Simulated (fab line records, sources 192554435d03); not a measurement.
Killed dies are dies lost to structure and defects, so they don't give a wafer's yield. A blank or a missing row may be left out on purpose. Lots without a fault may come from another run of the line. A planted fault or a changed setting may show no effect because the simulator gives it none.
A struck lot beside a sound one | flow n5_finfet | 40 steps out of a route of 1938
Sound: wafers L227.1, L227.2, L227.4. Struck: wafer L236.3. (L236.4, L236.6 of the same lot were not struck and are left out.) The cause comes at the end.
At each step with rows: each side's tool, then ch and its chambers, then its first start. Under that, the readings that differ: sound wafers | struck wafers | difference of the means | sigmas: that difference in standard deviations of wafers without a fault.
alike: readings whose means differ by less than 2 such deviations, and words and numbers that are the same on both sides. not compared: withheld readings, readings that some wafer has no value for, bounds like >300 that may hide the same value, and numbers for which the record gives no deviation and whose values overlap.
The two part at a step that has a row with sigmas, a row that says differs or no value, or rows on one side only. Numbers that don't overlap but have no deviation are shown without sigmas and don't part them. A reading that every wafer of one side lacks parts them only if that side has two wafers or more.

first, 12 steps without rows for these wafers: N5_BEOL_M3_ANNEAL_87 (time 240 s); N5_BEOL_M3_SPUTTER_88 (material Cu, target thk 4.5 nm, time 8.29 s); N5_BEOL_M3_ANNEAL_89 (time 240 s); N5_BEOL_M3_SPUTTER_90 (material Cu, target thk 4.5 nm, time 8.29 s); N5_BEOL_M3_ANNEAL_91 (time 240 s); N5_BEOL_M3_SPUTTER_92 (material Cu, target thk 4.5 nm, time 8.29 s); N5_BEOL_M3_ANNEAL_93 (time 240 s); N5_BEOL_M3_SPUTTER_94 (material Cu, target thk 4.5 nm, time 8.29 s); N5_BEOL_M3_ANNEAL_95 (time 240 s); N5_BEOL_M3_SPUTTER_96 (material Cu, target thk 4.5 nm, time 8.29 s); N5_BEOL_M3_ECD_50 (material Cu, target thk 300 nm); N5_BEOL_M3_ANNEAL_51 (time 90 s).
N5_BEOL_M3_CMP_52: polishes, stops on SiOC, t overpolish 6.8 s, target thk 40 nm.
  sound on cmp-02 ch 1,2,3, day 9 03:37; struck on cmp-02 ch 1, day 11 11:30
  reading                 | sound                | struck | difference | sigmas
  head_pressure_psi (psi) | 0.9959 0.9943 0.9941 | 1.0007 | +0.0059    | +2
  motor_current_A (A)     | 7.5 5.5 5.2          | 7.7    | +1.6       | +3
  alike: barrier_field_endpoint_s, overpolish_run_s, slurry_filter_dp_kPa, time_to_endpoint_s
then, 4 steps without rows for these wafers: N5_BEOL_M3_PRE_CLEAN_60 (time 15 s); N5_BEOL_M3_CO_CAP_55 (material Co, precursor CCTBA/H2, target thk 2 nm, time 102.1 s); N5_BEOL_M3_PRE_CLEAN_56 (time 15 s); N5_BEOL_M3_DEP_57 (deposits SiCN from 3MS/NH3, target thk 8 nm, time 14 s).
N5_BEOL_M3_INSPECT_59: inspects for defects (darkfield).
  sound on defect_inspect-01, day 9 04:11; struck on defect_inspect-01, day 11 12:05
  reading          | sound    | struck | difference | sigmas
  raw_defect_count | 60 63 87 | 469    | +399       | +16
then, 12 steps without rows for these wafers: N5_BEOL_M4_ILD_DEP_00 (deposits SiOC from DEMS/O2, target thk 79 nm, time 15.3 s); N5_BEOL_M4_PECVD_72 (deposits SiO2 from TEOS/O2, target thk 16 nm, time 18 s); N5_BEOL_M4_HM_DEP_02 (deposits TiN, target thk 20 nm); N5_BEOL_M4_COAT_61 (time 60 s, resist thk 60 nm); N5_BEOL_M4_COAT_62 (time 60 s, resist thk 12 nm); N5_BEOL_M4_COAT_73 (time 60 s, resist thk 5 nm); N5_BEOL_M4_COAT_05 (resist thk 30 nm); N5_BEOL_M4_EBR_07; N5_BEOL_M4_SOFTBAKE_06 (time 60 s); N5_BEOL_M4_EXPOSE_08 (exposes mask M4); N5_BEOL_M4_PEB_09 (peb time 60 s); N5_BEOL_M4_DEVELOP_10 (develop time 30 s).
N5_BEOL_M4_INSPECT_13: inspects for defects (brightfield).
  sound on defect_inspect-02, day 9 06:59; struck on defect_inspect-02, day 11 14:02
  reading          | sound       | struck | difference | sigmas
  raw_defect_count | 350 424 332 | 844    | +475       | +5
then, 6 steps without rows for these wafers: N5_BEOL_M4_DESCUM_16 (chemistry O2, time 7 s); N5_BEOL_M4_ETCH_74 (etches underlayer in N2/H2, target depth 6.5 nm, time 5.2 s); N5_BEOL_M4_ETCH_63 (etches SiARC in CF4, target depth 15.6 nm, time 26 s); N5_BEOL_M4_ETCH_64 (etches SOC in N2/H2, target depth 75 nm, overetch 22.5 nm, time 121.9 s); N5_BEOL_M4_STRIP_65 (strips in N2/H2); N5_BEOL_M4_STRIP_75 (strips in N2/H2).
N5_BEOL_M4_INSPECT_30: inspects for defects (brightfield).
  sound on defect_inspect-01, day 9 08:18; struck on defect_inspect-01, day 11 14:55
  reading          | sound       | struck | difference | sigmas
  raw_defect_count | 400 475 362 | 896    | +484       | +4
N5_BEOL_M4_RC_MEAS_101:
  sound on prober-02 ch 0, day 9 12:49; struck on prober-01 ch 0, day 11 21:33
  reading        | sound             | struck | difference | sigmas
  IOFF_N (nA/um) | 0.182 0.151 0.168 | 0.214  | +0.047     | +2
  IOFF_P (nA/um) | 0.241 0.192 0.210 | 0.277  | +0.063     | +3
  alike: DIBL_N, DIBL_P, ION_N, ION_P, SS_N, SS_P, VT_N, VT_P
-- the record jumps here: 4 days lie between the struck wafers' starts before and after (it left off in module BEOL_M4 and takes up again in module PASSIVATION, whose first step shown is number 1936 of the route) --
N5_PASSIVATION_PROBE_49:
  the record has rows for the struck wafers here (prober-02, day 16 08:35) and none for the sound ones

WHERE THEY PART
First at N5_BEOL_M3_CMP_52; last, within this record, at N5_PASSIVATION_PROBE_49.

WHY: what the simulator had put in
Chamber particle source: cmp-02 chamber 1, from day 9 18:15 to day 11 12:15, at N5_BEOL_M3_CMP_52. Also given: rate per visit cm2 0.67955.
